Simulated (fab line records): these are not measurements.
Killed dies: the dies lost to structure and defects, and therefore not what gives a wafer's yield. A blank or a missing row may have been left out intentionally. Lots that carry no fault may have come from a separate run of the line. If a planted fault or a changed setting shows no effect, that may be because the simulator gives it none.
Chamber matching / flow n5-finfet / 4 sister chambers for N5_BEOL_M0_ETCH_109 on rie-diel-02
The step etches SiCN in CH3F/O2, target depth 8 nm, overetch 2.4 nm, time 27.4 s. 8 wafers are shown with their chamber, then 8 later ones without.

== WAFERS, EACH WITH ITS CHAMBER ==
wafer=L077.4; chamber=3; drypump-motor-current-A (A)=5.5; showerhead-plenum-p-Torr (Torr)=1.89
wafer=L084.5; chamber=0; drypump-motor-current-A (A)=5.7; showerhead-plenum-p-Torr (Torr)=2.04
wafer=L085.1; chamber=2; drypump-motor-current-A (A)=5.5; showerhead-plenum-p-Torr (Torr)=1.95
wafer=L085.6; chamber=2; drypump-motor-current-A (A)=5.5; showerhead-plenum-p-Torr (Torr)=1.95
wafer=L093.1; chamber=0; drypump-motor-current-A (A)=5.6; showerhead-plenum-p-Torr (Torr)=2.04
wafer=L093.2; chamber=1; drypump-motor-current-A (A)=6.6; showerhead-plenum-p-Torr (Torr)=1.96
wafer=L093.4; chamber=3; drypump-motor-current-A (A)=5.6; showerhead-plenum-p-Torr (Torr)=2.13
wafer=L092.1; chamber=1; drypump-motor-current-A (A)=6.7; showerhead-plenum-p-Torr (Torr)=1.96

== WAFERS MISSING THEIR CHAMBER ==
wafer=L092.4; drypump-motor-current-A (A)=5.6; showerhead-plenum-p-Torr (Torr)=2.04
wafer=L092.5; drypump-motor-current-A (A)=5.6; showerhead-plenum-p-Torr (Torr)=2.04
wafer=L094.3; drypump-motor-current-A (A)=6.6; showerhead-plenum-p-Torr (Torr)=1.96
wafer=L094.5; drypump-motor-current-A (A)=6.7; showerhead-plenum-p-Torr (Torr)=1.96
wafer=L094.6; drypump-motor-current-A (A)=5.5; showerhead-plenum-p-Torr (Torr)=1.94
wafer=L096.1; drypump-motor-current-A (A)=6.6; showerhead-plenum-p-Torr (Torr)=1.95
wafer=L096.3; drypump-motor-current-A (A)=5.5; showerhead-plenum-p-Torr (Torr)=1.94
wafer=L096.4; drypump-motor-current-A (A)=5.5; showerhead-plenum-p-Torr (Torr)=2.13

== EACH ONE'S CHAMBER ==
wafer=L092.4; from the rows above=can't be placed: 0 or 3 or 2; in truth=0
wafer=L092.5; from the rows above=can't be placed: 0 or 3 or 2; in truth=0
wafer=L094.3; from the rows above=1; in truth=1
wafer=L094.5; from the rows above=1; in truth=1
wafer=L094.6; from the rows above=can't be placed: 2 or 3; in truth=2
wafer=L096.1; from the rows above=1; in truth=1
wafer=L096.3; from the rows above=can't be placed: 2 or 3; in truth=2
wafer=L096.4; from the rows above=can't be placed: 3 or 2 or 0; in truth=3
Correct placement for 3 of the 8. Unplaceable from these rows: 5, with the true chamber sitting among the candidates in 5. 0 placed wrongly.
How it was worked out, from the rows above alone: a wafer's distance from a chamber is the root of the sum, over the readings, of the square of ((its reading less the chamber's mean) divided by the reading's scatter). If the next closest chamber is less than 2 further off than the closest, the wafer can't be placed; otherwise it belongs to the closest. For every chamber, the mean is computed from those of its wafers that are shown. The scatter: the root of (the sum of the squares of (reading less its chamber's mean) over the shown wafers, divided by (wafers less chambers)).
